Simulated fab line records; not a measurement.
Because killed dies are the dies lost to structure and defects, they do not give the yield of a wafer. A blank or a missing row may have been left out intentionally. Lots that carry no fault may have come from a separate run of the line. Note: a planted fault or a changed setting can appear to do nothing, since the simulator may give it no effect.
Chamber matching / flow nandHarc / NHARC_P_CONTACT_DEP_30 on pecvd-04 has 3 sister chambers
The step deposits SiNx, target thk 30 nm. 3 wafers are shown with their chamber, then 10 later ones without.

WAFERS, EACH WITH ITS CHAMBER
wafer=L085.6; chamber=1; heaterPowerW (W)=818
wafer=L086.3; chamber=2; heaterPowerW (W)=817
wafer=L086.5; chamber=0; heaterPowerW (W)=805

WAFERS WITHOUT THEIR CHAMBER
wafer=L086.6; heaterPowerW (W)=840
wafer=L095.2; heaterPowerW (W)=831
wafer=L095.5; heaterPowerW (W)=845
wafer=L095.6; heaterPowerW (W)=690
wafer=L097.1; heaterPowerW (W)=742
wafer=L097.2; heaterPowerW (W)=762
wafer=L097.5; heaterPowerW (W)=747
wafer=L096.1; heaterPowerW (W)=836
wafer=L096.5; heaterPowerW (W)=681
wafer=L096.6; heaterPowerW (W)=710

THE CHAMBER EACH PASSED THROUGH
wafer=L086.6; from the rows above=can't be placed: 1 or 2 or 0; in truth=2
wafer=L095.2; from the rows above=can't be placed: 1 or 2 or 0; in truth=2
wafer=L095.5; from the rows above=can't be placed: 1 or 2 or 0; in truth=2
wafer=L095.6; from the rows above=can't be placed: 0 or 2 or 1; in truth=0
wafer=L097.1; from the rows above=can't be placed: 0 or 2 or 1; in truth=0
wafer=L097.2; from the rows above=can't be placed: 0 or 2 or 1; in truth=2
wafer=L097.5; from the rows above=can't be placed: 0 or 2 or 1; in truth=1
wafer=L096.1; from the rows above=can't be placed: 1 or 2 or 0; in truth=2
wafer=L096.5; from the rows above=can't be placed: 0 or 2 or 1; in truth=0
wafer=L096.6; from the rows above=can't be placed: 0 or 2 or 1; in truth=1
0 of 10 placed correctly. Not placeable from these rows: 10 (in 10, the candidates include the true chamber). Placed wrongly: 0.
How it was worked out, from the rows above alone: a wafer's distance from a chamber is the root of the sum, over the readings, of the square of ((its reading less the chamber's mean) divided by the reading's scatter). The wafer belongs to the nearest chamber; if the next one is less than 2 further off, it can't be placed. The mean given for a chamber averages the wafers shown for that chamber. The scatter (one wafer shown for each chamber): square how far every hidden wafer sits from the nearest shown wafer, average those squares and take the square root.
